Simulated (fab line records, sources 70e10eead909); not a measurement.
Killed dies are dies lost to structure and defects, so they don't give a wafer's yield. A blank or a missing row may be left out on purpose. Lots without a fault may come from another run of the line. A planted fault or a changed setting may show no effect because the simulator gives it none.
Which tool did it? | flow nand_harc | 14 lots, 42 wafers sampled, at 5 steps of a route of 1302

WHAT THE GAUGES READ, wafer by wafer
NHARC_THIN_TSV_CD_MEAS_12: target cd 1000 nm. Usual: cd_nm 999.8 nm, standard deviation 1.2.
lot  | measured     | on        | cd_nm (nm)           | flag
L386 | day 24 02:58 | cd_sem-02 | 1000.2 1002.2 1000.7 |
L385 | day 24 04:19 | cd_sem-02 | 999.8 1001.1 999.4   |
L387 | day 24 13:56 | cd_sem-01 | 998.4 999.7 999.7    |
L388 | day 24 15:16 | cd_sem-03 | 998.8 999.8 1001.1   |
L391 | day 26 16:43 | cd_sem-02 | 999.1 999.3 999.8    |
L390 | day 26 17:45 | cd_sem-01 | 1000.8 1001.3 1001.4 |
L393 | day 27 13:22 | cd_sem-02 | 998.7 1001.1 1001.8  |
L397 | day 27 20:38 | cd_sem-01 | 1002.1 1000.4 1000.5 |
L400 | day 29 09:17 | cd_sem-03 | 998.6 999.9 999.5    |
L399 | day 29 22:02 | cd_sem-03 | 999.9 998.0 1000.1   |
L401 | day 30 12:47 | cd_sem-01 | 1001.3 1000.6 1001.2 |
L406 | day 32 05:00 | cd_sem-02 | 1000.5 1001.0 1000.4 |
L407 | day 32 22:14 | cd_sem-01 | 996.9 999.6 998.1    |
L408 | day 33 13:02 | cd_sem-03 | 998.6 1001.4 1000.5  |

NHARC_THIN_TSV_CD_MEAS_37. Usual: cd_nm 4999.4 nm, standard deviation 2.3.
lot  | measured     | on        | cd_nm (nm)           | flag
L386 | day 24 10:10 | cd_sem-01 | 4998.3 4998.6 4997.9 |
L385 | day 24 11:42 | cd_sem-02 | 5001.3 5001.1 4999.9 |
L387 | day 24 21:38 | cd_sem-03 | 4996.1 4997.7 4998.0 |
L388 | day 24 22:40 | cd_sem-02 | 5000.7 5001.4 5002.7 |
L391 | day 27 00:01 | cd_sem-03 | 4998.1 5002.3 5002.1 |
L390 | day 27 01:16 | cd_sem-01 | 4998.5 4998.7 4999.7 |
L393 | day 27 20:54 | cd_sem-03 | 5000.0 5000.8 5005.1 |
L397 | day 28 03:58 | cd_sem-01 | 5004.8 5001.0 5002.6 |
L400 | day 29 16:28 | cd_sem-02 | 4996.8 4998.9 4997.3 |
L399 | day 30 05:17 | cd_sem-01 | 4999.5 4997.4 4998.3 |
L401 | day 30 20:09 | cd_sem-03 | 5002.5 5001.9 5001.2 |
L406 | day 32 12:59 | cd_sem-02 | 5000.6 4996.6 4999.4 |
L407 | day 33 05:37 | cd_sem-02 | 4995.7 4999.1 4996.5 |
L408 | day 33 20:23 | cd_sem-01 | 5000.6 5003.6 5001.3 |

NHARC_END_SORT_01. Usual: killed_at_array 56, standard deviation 19; killed_at_other 1.0, standard deviation 1.5; killed_at_periphery 3.4, standard deviation 2.4; killed_dies 60, standard deviation 19; killed_open 3.3, standard deviation 1.8; killed_short 2.4, standard deviation 1.7.
lot  | measured     | on        | killed_at_array | killed_at_other | killed_at_periphery | killed_dies | killed_open | killed_short | flag
L400 | day 30 01:36 | prober-02 | 113 46 54       | 0 0 0           | 3 2 2               | 116 48 56   | 2 3 2       | 4 0 5        |
L399 | day 30 15:17 | prober-02 | 116 52 46       | 0 0 0           | 2 2 5               | 118 54 51   | 1 1 1       | 1 0 1        |

WHICH TOOL RAN EACH LOT (tool, then ch and the chambers of the sampled wafers, then the start)
lot  | NHARC_A_BLC_ETCH_18                | NHARC_THIN_TSV_PRE_CLEAN_54
L386 | rie_diel-06 ch 0,1,2, day 22 22:40 | pvd_sputter-03, day 24 07:48
L385 | rie_diel-11 ch 0,1,3, day 23 03:35 | pvd_sputter-02, day 24 09:10
L387 | rie_diel-11 ch 0,1,2, day 23 10:27 | pvd_sputter-01, day 24 19:08
L388 | rie_diel-10 ch 0,1,3, day 23 12:45 | pvd_sputter-03, day 24 20:17
L391 | rie_diel-10 ch 0,1,2, day 25 11:16 | pvd_sputter-01, day 26 21:39
L390 | rie_diel-10 ch 1,2,3, day 25 13:56 | pvd_sputter-01, day 26 22:46
L393 | rie_diel-10 ch 0,1,3, day 26 10:16 | pvd_sputter-03, day 27 18:16
L397 | rie_diel-10 ch 1,2,3, day 26 17:57 | pvd_sputter-03, day 28 01:35
L400 | rie_diel-10 ch 1,2,3, day 28 02:21 | pvd_sputter-03, day 29 14:05
L399 | rie_diel-10 ch 0,2,3, day 28 18:58 | pvd_sputter-02, day 30 02:54
L401 | rie_diel-11 ch 0,1,3, day 29 09:09 | pvd_sputter-01, day 30 17:42
L406 | rie_diel-06 ch 0,2,3, day 30 23:13 | pvd_sputter-01, day 32 10:29
L407 | rie_diel-11 ch 1,2, day 31 18:32   | pvd_sputter-03, day 33 03:16
L408 | rie_diel-10 ch 0,1,3, day 32 11:20 | pvd_sputter-02, day 33 17:53
- NHARC_A_BLC_ETCH_18: etches the open film in C4F8/O2/Ar, target depth 910 nm.
- NHARC_THIN_TSV_PRE_CLEAN_54: time 30 s.

WHAT THE TOOLS THEMSELVES READ (means of the sampled wafers that have a number; where no wafer has one, the mark that the record gives instead)
NHARC_A_BLC_ETCH_18. Usual: oes_product_au 0.954 a.u., standard deviation 0.022; rf_vpp_V 977 V, standard deviation 7.
lot  | tool        | oes_product_au (a.u.) | rf_vpp_V (V) | flag
L386 | rie_diel-06 | 0.962                 | 979          |
L385 | rie_diel-11 | 0.927                 | 970          |
L387 | rie_diel-11 | 0.977                 | 976          |
L388 | rie_diel-10 | 0.972                 | 980          |
L391 | rie_diel-10 | 0.972                 | 979          |
L390 | rie_diel-10 | 0.919                 | 975          |
L393 | rie_diel-10 | 0.965                 | 980          |
L397 | rie_diel-10 | 0.977                 | 976          |
L400 | rie_diel-10 | 0.959                 | 975          |
L399 | rie_diel-10 | 0.947                 | 980          |
L401 | rie_diel-11 | 0.970                 | 970          |
L406 | rie_diel-06 | 0.931                 | 974          |
L407 | rie_diel-11 | 0.977                 | 979          |
L408 | rie_diel-10 | 0.943                 | 980          |

NHARC_THIN_TSV_PRE_CLEAN_54. Usual: heater_power_w 419 W, standard deviation 34.
lot  | tool           | heater_power_w (W) | flag
L386 | pvd_sputter-03 | 384                |
L385 | pvd_sputter-02 | 394                |
L387 | pvd_sputter-01 | 442                |
L388 | pvd_sputter-03 | 387                |
L391 | pvd_sputter-01 | 444                |
L390 | pvd_sputter-01 | 438                |
L393 | pvd_sputter-03 | 402                |
L397 | pvd_sputter-03 | 411                |
L400 | pvd_sputter-03 | 394                |
L399 | pvd_sputter-02 | 382                |
L401 | pvd_sputter-01 | 435                |
L406 | pvd_sputter-01 | 452                |
L407 | pvd_sputter-03 | 386                |
L408 | pvd_sputter-02 | 420                |

THE ANSWER, worked out from the rows above alone
Rule: a lot is off if the mean of its wafers that have a number lies more than 3 standard deviations from the usual mean. A lot without any number at a reading at which 4 lots or more have one is off too. The other lots that the step has rows for count as sound. The gauges are gone through in route order, then the tools' own readings, and for those a lot's mean is taken as printed above. The first step at which some lot is off is used, and at that step the reading that is off furthest; a lot without a number counts as furthest.
No lot is off at any reading shown: from this, nothing can be told.

WHAT THE SIMULATOR HAD PUT IN
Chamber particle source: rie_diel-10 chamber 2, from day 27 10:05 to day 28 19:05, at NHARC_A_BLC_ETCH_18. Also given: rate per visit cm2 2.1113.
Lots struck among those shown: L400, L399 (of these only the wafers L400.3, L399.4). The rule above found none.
